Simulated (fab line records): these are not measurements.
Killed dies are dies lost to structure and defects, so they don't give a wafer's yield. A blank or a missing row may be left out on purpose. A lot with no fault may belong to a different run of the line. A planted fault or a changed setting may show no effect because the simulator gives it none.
Comparing a struck lot with a sound one -- flow nand_harc -- 18 out of 1159 route steps
Sound: these wafers, L561.2, L561.3, L561.5. Wafers L570.1, L570.4, L570.6 were the ones struck. The cause is named last.
Each step with rows lists, per side, the tool, then ch with its chambers, then its first start. Under that, the readings that differ: sound wafers -- struck wafers -- difference of the means -- sigmas: that difference in standard deviations of wafers without a fault.
alike: a reading whose means differ by less than 2 such deviations, as well as words and numbers matching on both sides. not compared: withheld readings; readings where some wafer has no value; bounds like >300 that might hide an equal value; numbers whose values overlap and for which the record gives no deviation.
The two part at a step that has a row with sigmas, a row that says differs or no value, or rows on one side only. Numbers that have no deviation but don't overlap get no sigmas and don't part them. A reading missing from all wafers of one side parts the sides only when that side holds two or more wafers.

NHARC_THIN_TSV_GRIND_00:
  sound on grinder-01 ch 0, day 18 23:08; struck on grinder-01 ch 0, day 21 15:03
  alike: head_pressure_psi, motor_current_A
NHARC_THIN_TSV_CMP_01: polishes.
  sound on cmp-01 ch 0,1,3, day 19 00:11; struck on cmp-02 ch 0,1,3, day 21 16:19
  alike: motor_current_A
NHARC_THIN_TSV_THK_MEAS_02: measures by ir.
  sound: film_metro-02 at day 19 00:26; struck: film_metro-01 at day 21 16:34
  alike: thk_nm
then, 3 steps without rows for these wafers: NHARC_THIN_TSV_SRD_03; NHARC_THIN_TSV_PRECLEAN_41 (cleans in SC1); NHARC_THIN_TSV_SRD_42.
NHARC_THIN_TSV_DEP_43: deposits SiO2, target thk 1328.5 nm.
  sound on pecvd-04 ch 1,2, day 19 00:43; struck on pecvd-03 ch 0,1,2, day 21 16:53
  alike: rf_fwd_power_W, throttle_valve_pct
then, 5 steps without rows for these wafers: NHARC_THIN_TSV_DEHYDRATE_04 (time 120 s); NHARC_THIN_TSV_HMDS_05 (time 30 s); NHARC_THIN_TSV_COAT_06; NHARC_THIN_TSV_SOFTBAKE_07 (time 95 s); NHARC_THIN_TSV_EBR_08.
NHARC_THIN_TSV_EXPOSE_09: exposes mask TSV.
  sound on krf_scanner-02 ch 0, day 19 01:21; struck on krf_scanner-02 ch 0, day 21 17:28
reading,sound,struck,difference,sigmas
exposure_dose_mJ_cm2,30.700 30.701 30.717,40.121 40.082 40.127,+9.404,+99 or more
  alike: mask
then, 2 steps without rows for these wafers: NHARC_THIN_TSV_PEB_10 (peb time 85 s); NHARC_THIN_TSV_DEVELOP_11 (time 70 s).
NHARC_THIN_TSV_CD_MEAS_12: target cd 1000 nm.
  sound on cd_sem-02 ch 0, day 19 01:30; struck on cd_sem-01 ch 0, day 21 17:37
reading,sound,struck,difference,sigmas
cd_nm (nm),1001.1 1001.1 1004.2,1009.3 1009.7 1009.8,+7.5,+3
then, 1 step without rows for these wafers: NHARC_THIN_TSV_HARDBAKE_13 (time 80 s).
NHARC_END_SORT_01:
  sound on prober-02 ch 0, day 19 20:18; struck on prober-02 ch 0, day 22 07:05
  alike: defect_limited_yield, killed_at_array, killed_at_other, killed_at_periphery, killed_dies, killed_open, killed_short, sort_bin_2_pct, sort_bin_3_pct, sort_bin_4_pct, sort_n_pass, sort_rim_yield_pct, sort_yield_pct

== WHERE THEY PART ==
First at NHARC_THIN_TSV_EXPOSE_09; last, within this record, at NHARC_THIN_TSV_CD_MEAS_12. Later steps at which nothing parts them and some readings are alike: NHARC_END_SORT_01.

WHY: what the simulator had put in
Process parameter drift: krf_scanner-02, from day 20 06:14 on, at NHARC_THIN_TSV_EXPOSE_09. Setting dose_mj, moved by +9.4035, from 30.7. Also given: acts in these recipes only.
